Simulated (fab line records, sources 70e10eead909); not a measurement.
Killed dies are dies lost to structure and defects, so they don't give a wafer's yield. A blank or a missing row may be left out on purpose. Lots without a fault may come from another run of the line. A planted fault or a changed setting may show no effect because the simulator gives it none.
fab line records | flow nand_harc | part 1 of 2: steps 1 to 4 of 6
record lots=19 wafers=57 last_day=26
route steps=1159 shown P_M1@298 P_M2@331 P_BONDPAD@368
lots that met no fault: from a run of the same line without faults
start_h: hours from the record's first day to the start of the lot's first wafer shown | wait_h: hours since the lot's step before | " the same as in the row above | L1.1+2: a row that stands for several wafers | - no value, or no start given | * or withheld: withheld | < > ~ a bound
route shown NAME@n: a module of which the file shows steps, and the number in the route of the first | usual: mean/standard deviation of fault-free wafers | same: alike in all rows | chamber/n: place in a boat | sites: the reading at each site | _std_site: their standard deviation | _edge_site: outer sites' mean less inner sites' | radius_mm: how far each site lies from the wafer's centre | mask NAME#n: copy n | behind: the tool/chamber that last shaped the wafer | hold: why the lot was held/for how many hours/how that ended | device: the transistor (n, p or np) that didn't switch | end of line: the same wafers' tests at the end of the route | a step without rows: its recipe alone | killed: dies lost to structure and defects at the first sort, not the wafer's yield | map: a wafer's dies, x killed, . not, _ none there
set.NAME: the setting as run; set.NAME@STEP: as run at that earlier step | model.NAME: the simulator's own value behind a step, which no gauge read
steps of the route over a sample of lots; a table a step, a row a wafer
services: from which hour (start_h, from the record's first day; less than 0 if before it) a tool's chamber was out of use, for how many hours, and why
## steps
# step NHARC_P_M1_DESCUM_14
# recipe time_s=3 o2_flow_sccm=200 ar_flow_sccm=0 bias_power_w=0 chemistry=O2
# usual drypump_motor_current_A=5.7/0.37 oes_product_au=0.998/0.0095 rf_vpp_V=57.7/0.91 showerhead_plenum_p_Torr=1.89/0.059 throttle_valve_pct=11.310/0.01
# columns lot.wafer tool chamber start_h wait_h drypump_motor_current_A oes_product_au rf_hours_counter_h rf_vpp_V showerhead_plenum_p_Torr throttle_valve_pct
L074.4 rie_diel-07 2 117.09 0.1 6.0 0.997 1 57.7 1.94 11.307
L074.3 " 3 " " 5.9 1.012 2 57.9 1.89 11.290
L074.5 " 1 " " 5.1 1.006 - 58.8 1.88 11.309
L075.1 rie_diel-07 3 132.50 0.1 6.0 1.011 2 57.6 1.89 11.300
L075.3 " 0 " " 6.3 1.009 2 56.7 1.90 11.311
L075.6 " 2 " " 6.0 1.001 - 58.5 1.94 11.311
L076.2 rie_diel-07 0 138.99 0.1 6.2 1.007 2 56.9 1.90 11.317
L076.1 " 1 " " 5.1 1.012 2 57.7 1.87 11.284
L076.5 " 0 " " 6.2 0.997 - 57.6 1.90 11.329
L079.1 rie_diel-07 2 152.57 0.1 6.0 0.996 2 58.0 1.94 11.313
L079.2 " 3 " " 5.9 1.009 2 58.1 1.89 11.316
L079.6 " 1 " " 5.1 1.002 - 57.6 1.87 11.306
L078.2 rie_diel-03 1 154.39 0.1 6.0 1.005 9 55.9 1.80 11.330
L078.5 " 0 " " 5.8 0.999 - 56.8 2.02 11.322
L078.6 " 1 " " 6.0 0.993 - 58.7 1.80 11.310
L080.1 rie_diel-06 2 168.07 0.1 5.9 0.990 4 58.1 1.87 11.313
L080.4 " 3 " " 5.5 0.998 4 57.5 1.81 11.282
L080.5 " 1 " " 6.1 1.012 - 59.0 1.87 11.314
L083.2 rie_diel-07 1 178.08 0.1 5.1 1.004 3 58.4 1.87 11.301
L083.4 " 0 " " 6.3 0.995 - 57.8 1.90 11.317
L083.5 " 1 " " 5.1 1.000 - 57.9 1.87 11.316
L086.1 rie_diel-07 3 224.25 0.1 5.9 1.004 4 57.7 1.89 11.294
L086.2 " 1 " " 5.1 0.996 4 58.7 1.87 11.303
L086.6 " 0 " " 6.3 0.996 - 59.6 1.90 11.299
L084.2 rie_diel-06 1 224.95 0.1 6.1 1.003 7 56.6 1.87 11.305
L084.4 " 3 " " 5.5 0.992 7 57.6 1.81 11.293
L084.6 " 0 " " 5.5 0.999 - 57.2 1.90 11.313
L085.4 rie_diel-06 2 228.39 0.1 6.0 0.992 8 57.4 1.87 11.296
L085.3 " 3 " " 5.5 1.001 8 56.1 1.80 11.325
L085.5 " 0 " " 5.4 1.005 - 57.5 1.90 11.309
L087.3 rie_diel-03 0 228.66 0.1 5.8 1.009 0 59.9 2.02 11.320
L087.2 " 3 " " 5.5 0.981 0 57.7 1.87 11.284
L087.5 " 1 " " 6.0 0.990 - 57.4 1.80 11.300
L088.3 rie_diel-03 3 229.42 0.1 5.6 0.984 0 56.9 1.87 11.313
L088.1 " 1 " " 6.0 0.996 0 56.3 1.80 11.312
L088.6 " 0 " " 5.8 1.000 - 58.6 2.02 11.314
L091.4 rie_diel-03 0 230.10 0.1 5.8 1.019 0 57.4 2.02 11.304
L091.3 " 1 " " 6.0 0.988 0 57.2 1.80 11.312
L091.2 " 3 " " 5.6 0.990 0 57.6 1.87 11.319
L092.4 rie_diel-07 1 237.50 0.1 5.1 0.999 0 56.6 1.87 11.314
L092.2 " 2 " " 6.0 1.005 0 58.3 1.94 11.306
L092.5 " 1 " " 5.1 1.007 - 58.1 1.87 11.302
L090.1 rie_diel-07 3 238.95 0.1 5.9 0.998 0 56.4 1.89 11.290
L090.2 " 0 " " 6.3 0.994 0 57.7 1.90 11.324
L090.5 " 1 " " 5.1 1.003 - 57.1 1.87 11.317
L093.4 rie_diel-03 0 242.53 0.1 5.8 1.012 1 55.7 2.02 11.311
L093.3 " 1 " " 6.0 0.986 1 57.9 1.80 11.321
L093.6 " 3 " " 5.5 0.994 - 57.2 1.87 11.311
L095.1 rie_diel-07 2 243.89 0.1 6.0 1.003 0 60.1 1.94 11.320
L095.4 " 3 " " 5.9 1.003 0 57.8 1.89 11.329
L095.5 " 1 " " 5.1 1.003 - 59.5 1.87 11.300
L096.4 rie_diel-03 0 245.10 0.1 5.8 1.009 2 59.3 2.02 11.309
L096.2 " 1 " " 6.0 0.995 1 57.1 1.80 11.314
L096.1 " 2 " " 5.3 0.979 2 57.5 1.89 11.323
L097.3 rie_diel-06 2 259.18 0.1 5.9 1.000 0 57.7 1.87 11.296
L097.2 " 0 " " 5.5 0.997 0 56.0 1.90 11.323
L097.5 " 1 " " 6.1 0.996 - 56.6 1.87 11.312
# step NHARC_P_M1_CMP_23
# recipe t_overpolish_s=20 target_thk_nm=157.82
# usual edge_zone_pressure_frac=1.000/0.005 motor_current_A=11.9/1.1 time_to_endpoint_s=29.7/2.6
# columns lot.wafer tool chamber start_h wait_h edge_zone_pressure_frac motor_current_A time_to_endpoint_s
L074.3 cmp-04 2 119.20 - 1.003 11.8 35.3
L074.4 " 3 " " 1.008 13.4 28.9
L074.5 " 2 " " 1.002 12.6 33.2
L075.1 cmp-04 2 134.63 - 1.001 12.2 33.3
L075.3 " 1 " " 1.001 11.5 33.1
L075.6 " 2 " " 1.005 12.3 32.6
L076.2 cmp-04 0 141.14 - 0.998 11.9 29.5
L076.1 " 2 " " 0.993 12.9 31.3
L076.5 " 1 " " 1.001 11.2 29.5
L079.1 cmp-03 3 154.68 - 1.003 11.3 24.5
L079.2 " 1 " " 0.995 10.4 23.0
L079.6 " 3 " " 0.999 11.2 23.2
L078.2 cmp-04 2 156.49 - 1.002 12.3 29.9
L078.6 " 2 " " 1.003 12.6 30.8
L078.5 " 3 " " 0.986 14.0 29.2
L080.4 cmp-01 0 170.24 - 1.002 12.7 33.6
L080.1 " 3 " " 1.003 11.9 31.1
L080.5 " 0 " " 1.000 11.9 31.5
L083.2 cmp-03 0 180.31 - 0.994 10.2 34.5
L083.4 " 2 " " 0.998 11.8 31.1
L083.5 " 0 " " 0.994 10.4 33.3
L086.2 cmp-04 2 226.37 - 0.996 12.5 27.8
L086.1 " 0 " " 1.005 11.4 28.5
L086.6 " 2 " " 1.001 12.1 29.3
L084.4 cmp-01 1 227.07 - 1.008 11.7 28.4
L084.2 " 2 " " 0.999 14.0 32.6
L084.6 " 1 " " 1.000 12.3 27.8
L085.4 cmp-04 0 230.48 - 0.995 11.6 30.3
L085.3 " 2 " " 0.998 12.0 28.6
L085.5 " 1 " " 1.005 11.1 29.5
L087.2 cmp-03 2 230.78 - 1.004 11.5 31.7
L087.3 " 0 " " 1.004 9.7 29.6
L087.5 " 2 " " 1.000 11.6 28.8
L088.3 cmp-04 1 231.53 - 1.000 10.9 27.0
L088.1 " 3 " " 0.997 13.5 26.2
L088.6 " 2 " " 1.003 12.5 29.6
L091.3 cmp-03 3 232.24 - 0.996 12.0 26.1
L091.4 " 0 " " 0.994 10.1 32.6
L091.2 " 1 " " 1.001 10.8 27.5
L092.2 cmp-03 3 239.65 - 1.000 11.1 27.3
L092.4 " 2 " " 1.001 12.0 29.1
L092.5 " 0 " " 1.010 9.9 29.5
L090.1 cmp-04 1 241.05 - 0.994 11.4 27.3
L090.2 " 3 " " 1.005 13.2 25.4
L090.5 " 1 " " 0.999 11.4 28.9
L093.4 cmp-04 2 244.65 - 1.002 12.3 29.0
L093.3 " 0 " " 0.998 12.1 28.6
L093.6 " 3 " " 1.002 13.3 27.4
L095.4 cmp-04 0 246.06 - 0.996 11.8 30.2
L095.1 " 1 " " 1.001 10.9 27.2
L095.5 " 2 " " 1.000 12.3 31.3
L096.4 cmp-01 0 247.20 - 1.002 12.5 31.7
L096.1 " 2 " " 1.003 14.6 29.0
L096.2 " 3 " " 1.000 11.2 29.4
L097.3 cmp-03 3 261.34 - 1.007 11.4 30.1
L097.2 " 0 " " 1.002 10.4 34.9
L097.5 " 1 " " 1.005 10.8 30.9
# step NHARC_P_M2_DESCUM_14
# recipe time_s=3 o2_flow_sccm=200 ar_flow_sccm=0 bias_power_w=0 chemistry=O2
# usual drypump_motor_current_A=5.6/0.5 oes_product_au=1.000/0.0076 rf_vpp_V=58.0/0.94 showerhead_plenum_p_Torr=1.97/0.079 throttle_valve_pct=11.311/0.0086
# columns lot.wafer tool chamber start_h wait_h drypump_motor_current_A oes_product_au rf_hours_counter_h rf_vpp_V showerhead_plenum_p_Torr throttle_valve_pct
L074.4 rie_diel-09 2 121.21 0.1 5.8 1.004 1 57.5 2.00 11.318
L074.3 " 3 " " 4.7 0.996 1 59.4 2.04 11.314
L074.5 " 3 " " 4.7 0.992 - 58.4 2.04 11.323
L075.3 rie_diel-09 3 136.74 0.1 4.7 1.006 2 58.1 2.04 11.298
L075.1 " 0 " " 6.0 0.996 2 58.1 1.95 11.310
L075.6 " 0 " " 6.0 0.997 - 57.6 1.95 11.317
L076.2 rie_diel-09 1 143.09 0.1 5.7 1.001 2 58.0 2.04 11.314
L076.1 " 3 " " 4.7 1.005 2 57.7 2.04 11.313
L076.5 " 2 " " 5.8 1.004 - 57.9 2.00 11.318
L079.1 rie_diel-09 1 156.73 0.1 5.7 0.987 2 58.2 2.04 11.314
L079.2 " 2 " " 5.8 0.997 2 58.4 2.00 11.314
L079.6 " 1 " " 5.7 0.988 - 58.4 2.04 11.317
L078.2 rie_diel-11 0 158.85 0.1 5.9 1.019 51 58.2 1.80 11.316
L078.5 " 2 " " 6.0 1.003 - 56.8 1.91 11.305
L078.6 " 3 " " 4.8 1.006 - 57.0 1.83 11.324
L080.1 rie_diel-09 1 172.41 0.1 5.7 0.993 3 58.3 2.04 11.310
L080.4 " 2 " " 5.8 1.002 3 57.1 2.00 11.305
L080.5 " 1 " " 5.8 0.999 - 60.0 2.04 11.306
L083.2 rie_diel-09 1 182.35 0.1 5.7 1.007 3 58.1 2.04 11.311
L083.4 " 0 " " 6.0 0.991 3 58.7 1.95 11.323
L083.5 " 1 " " 5.7 0.999 - 58.9 2.04 11.302
L086.2 rie_diel-09 3 228.28 0.1 4.7 1.001 4 57.4 2.04 11.318
L086.1 " 2 " " 5.8 1.010 4 58.1 2.00 11.309
L086.6 " 0 " " 6.0 0.988 - 58.8 1.95 11.316
L084.4 rie_diel-09 3 229.28 0.1 4.7 0.993 4 58.9 2.04 11.299
L084.2 " 0 " " 6.0 0.989 5 56.6 1.95 11.308
L084.6 " 1 " " 5.7 0.995 - 58.2 2.04 11.309
L085.3 rie_diel-13 0 232.70 0.1 5.1 1.007 18 56.9 1.82 11.309
L085.4 " 1 " " 6.1 1.002 19 57.6 1.94 11.330
L085.5 " 0 " " 5.1 1.003 - 58.3 1.82 11.310
L087.3 rie_diel-13 2 232.98 0.1 6.2 1.021 19 57.9 1.77 11.317
L087.2 " 3 " " 5.6 0.996 18 59.3 2.00 11.301
L087.5 " 1 " " 6.1 1.005 - 56.6 1.94 11.303
L088.1 rie_diel-09 3 233.91 0.1 4.7 0.990 5 58.7 2.04 11.301
L088.3 " 0 " " 6.0 0.992 5 57.7 1.95 11.307
L088.6 " 2 " " 5.8 0.987 - 58.4 2.00 11.315
L091.3 rie_diel-09 1 234.24 0.1 5.7 1.005 5 58.1 2.04 11.312
L091.4 " 2 " " 5.8 1.003 5 58.9 2.00 11.307
L091.2 " 3 " " 4.7 1.000 5 57.1 2.04 11.310
L092.2 rie_diel-09 3 241.59 0.1 4.7 1.005 5 57.8 2.04 11.316
L092.4 " 0 " " 6.0 0.998 5 59.5 1.95 11.315
L092.5 " 0 " " 6.0 1.008 - 58.1 1.95 11.313
L090.1 rie_diel-09 1 243.14 0.1 5.7 1.001 5 59.1 2.04 11.298
L090.2 " 2 " " 5.8 1.003 5 57.2 2.00 11.302
L090.5 " 2 " " 5.8 0.995 - 57.5 2.00 11.321
L093.4 rie_diel-13 2 246.95 0.1 6.2 1.016 21 56.2 1.77 11.316
L093.3 " 3 " " 5.6 0.996 21 57.6 2.00 11.313
L093.6 " 2 " " 6.2 1.006 - 55.9 1.77 11.299
L095.4 rie_diel-11 3 248.07 0.1 4.8 1.000 18 57.2 1.82 11.316
L095.1 " 0 " " 5.9 1.003 17 55.5 1.79 11.306
L095.5 " 1 " " 6.4 1.012 - 57.1 1.88 11.306
L096.1 rie_diel-09 0 249.21 0.1 6.0 1.004 6 60.4 1.95 11.306
L096.2 " 2 " " 5.8 1.009 5 58.6 2.00 11.308
L096.4 " 2 " " 5.8 1.000 - 57.0 2.00 11.310
L097.3 rie_diel-13 1 263.36 0.1 6.1 0.998 25 59.0 1.94 11.326
L097.2 " 2 " " 6.3 1.005 25 56.5 1.77 11.310
L097.5 " 3 " " 5.6 0.998 - 57.2 2.00 11.323
# step NHARC_P_M2_ETCH_35
# recipe target_depth_a=400 overetch_a=120 time_s=43.94 ion_energy_ev=200 n2_flow_sccm=150 h2_flow_sccm=150 ar_flow_sccm=0 rf_w=400 bias_w=150 chemistry=N2/H2
# usual drypump_motor_current_A=5.6/0.51 oes_product_au=1.001/0.0079 rf_fwd_power_W=395.2/1.4 rf_vpp_V=432.0/2.6 showerhead_plenum_p_Torr=2.10/0.088 throttle_valve_pct=14.172/0.0096
# columns lot.wafer tool chamber start_h wait_h drypump_motor_current_A oes_product_au rf_fwd_power_W rf_hours_counter_h rf_vpp_V showerhead_plenum_p_Torr throttle_valve_pct
L074.4 rie_diel-09 3 121.29 0.1 4.7 1.004 394.4 1 433.1 2.18 14.188
L074.3 " 1 " " 5.7 1.008 394.7 1 436.0 2.18 14.167
L074.5 " 3 " " 4.7 1.006 394.6 - 435.7 2.18 14.151
L075.3 rie_diel-09 0 136.82 0.1 6.0 1.000 394.1 2 431.4 2.08 14.180
L075.1 " 1 " " 5.7 1.010 396.2 1 433.1 2.18 14.183
L075.6 " 0 " " 6.0 1.001 396.3 - 432.5 2.08 14.175
L076.1 rie_diel-09 3 143.19 0.1 4.7 1.008 393.8 2 433.9 2.18 14.180
L076.2 " 0 " " 6.0 1.005 396.6 2 431.1 2.08 14.176
L076.5 " 1 " " 5.7 1.007 396.7 - 433.0 2.18 14.165
L079.1 rie_diel-09 0 156.80 0.1 6.0 0.990 397.1 3 431.2 2.08 14.168
L079.2 " 1 " " 5.7 0.996 398.1 2 434.6 2.18 14.161
L079.6 " 0 " " 6.0 0.994 395.9 - 431.7 2.08 14.172
L078.2 rie_diel-11 2 159.05 0.2 6.0 1.001 393.7 50 431.3 2.03 14.153
L078.6 " 3 " " 4.8 0.978 396.2 - 428.4 1.95 14.183
L078.5 " 0 " " 5.9 1.001 395.4 - 427.3 1.92 14.167
L080.1 rie_diel-09 3 172.49 0.1 4.7 0.998 394.4 3 433.4 2.18 14.176
L080.4 " 0 " " 6.0 0.997 394.5 3 431.3 2.08 14.166
L080.5 " 2 " " 5.8 0.998 395.1 - 433.1 2.13 14.164
L083.2 rie_diel-09 2 182.44 0.1 5.8 1.007 393.5 3 433.1 2.13 14.177
L083.4 " 0 " " 6.0 1.009 395.8 3 432.0 2.08 14.152
L083.5 " 1 " " 5.7 0.991 396.8 - 434.0 2.18 14.172
L086.2 rie_diel-09 3 228.37 0.1 4.7 1.003 393.9 4 435.3 2.18 14.167
L086.1 " 1 " " 5.8 0.986 396.8 4 434.7 2.18 14.165
L086.6 " 2 " " 5.8 1.011 393.2 - 431.6 2.13 14.183
L084.4 rie_diel-09 1 229.36 0.1 5.7 0.988 397.5 4 433.6 2.18 14.154
L084.2 " 3 " " 4.7 1.005 394.2 4 434.6 2.18 14.168
L084.6 " 0 " " 6.0 0.999 395.3 - 431.5 2.07 14.185
L085.3 rie_diel-13 3 232.78 0.1 5.6 1.012 393.8 18 433.1 2.13 14.186
L085.4 " 2 " " 6.3 1.014 394.5 19 425.6 1.89 14.168
L085.5 " 3 " " 5.6 1.001 395.8 - 433.8 2.13 14.182
L087.3 rie_diel-13 0 233.05 0.1 5.1 0.998 398.4 18 427.4 1.94 14.189
L087.2 " 2 " " 6.2 1.020 396.1 19 425.9 1.89 14.179
L087.5 " 1 " " 6.0 1.000 393.8 - 430.5 2.07 14.164
L088.1 rie_diel-09 0 233.99 0.1 6.0 1.001 395.5 5 430.5 2.08 14.157
L088.3 " 2 " " 5.8 1.001 394.6 4 431.9 2.13 14.163
L088.6 " 0 " " 6.0 0.997 393.6 - 429.5 2.07 14.184
L091.3 rie_diel-09 0 234.33 0.1 6.0 0.995 394.8 5 433.1 2.08 14.191
L091.2 " 1 " " 5.8 1.004 395.8 5 434.5 2.18 14.173
L091.4 " 2 " " 5.8 1.001 397.3 5 432.8 2.13 14.163
L092.4 rie_diel-09 0 241.68 0.1 6.0 0.997 395.1 5 431.6 2.07 14.167
L092.2 " 1 " " 5.7 0.997 398.1 5 434.5 2.18 14.171
L092.5 " 0 " " 6.0 1.000 393.8 - 432.9 2.07 14.171
L090.1 rie_diel-09 0 243.23 0.1 6.0 0.999 395.2 6 433.3 2.07 14.173
L090.2 " 1 " " 5.7 1.012 394.7 5 434.6 2.18 14.182
L090.5 " 3 " " 4.7 1.022 392.7 - 434.9 2.18 14.170
L093.4 rie_diel-13 2 247.05 0.1 6.2 1.009 394.5 21 426.7 1.89 14.171
L093.3 " 0 " " 5.1 0.988 395.9 20 428.3 1.94 14.184
L093.6 " 1 " " 6.0 1.002 394.9 - 431.3 2.07 14.175
L095.4 rie_diel-11 0 248.14 0.1 5.9 0.988 396.3 17 426.1 1.91 14.160
L095.1 " 2 " " 6.0 1.013 396.5 17 431.0 2.02 14.180
L095.5 " 1 " " 6.4 0.988 395.6 - 428.2 2.00 14.171
L096.2 rie_diel-09 2 249.30 0.1 5.8 1.000 394.9 5 433.1 2.13 14.154
L096.1 " 0 " " 6.0 1.000 397.3 6 431.9 2.08 14.187
L096.4 " 3 " " 4.7 0.999 396.3 - 433.2 2.18 14.166
L097.3 rie_diel-13 1 263.56 0.2 6.0 1.000 393.0 25 432.1 2.07 14.177
L097.2 " 3 " " 5.6 0.987 393.7 25 433.4 2.13 14.162
L097.5 " 1 " " 6.0 1.005 394.5 - 431.4 2.07 14.165
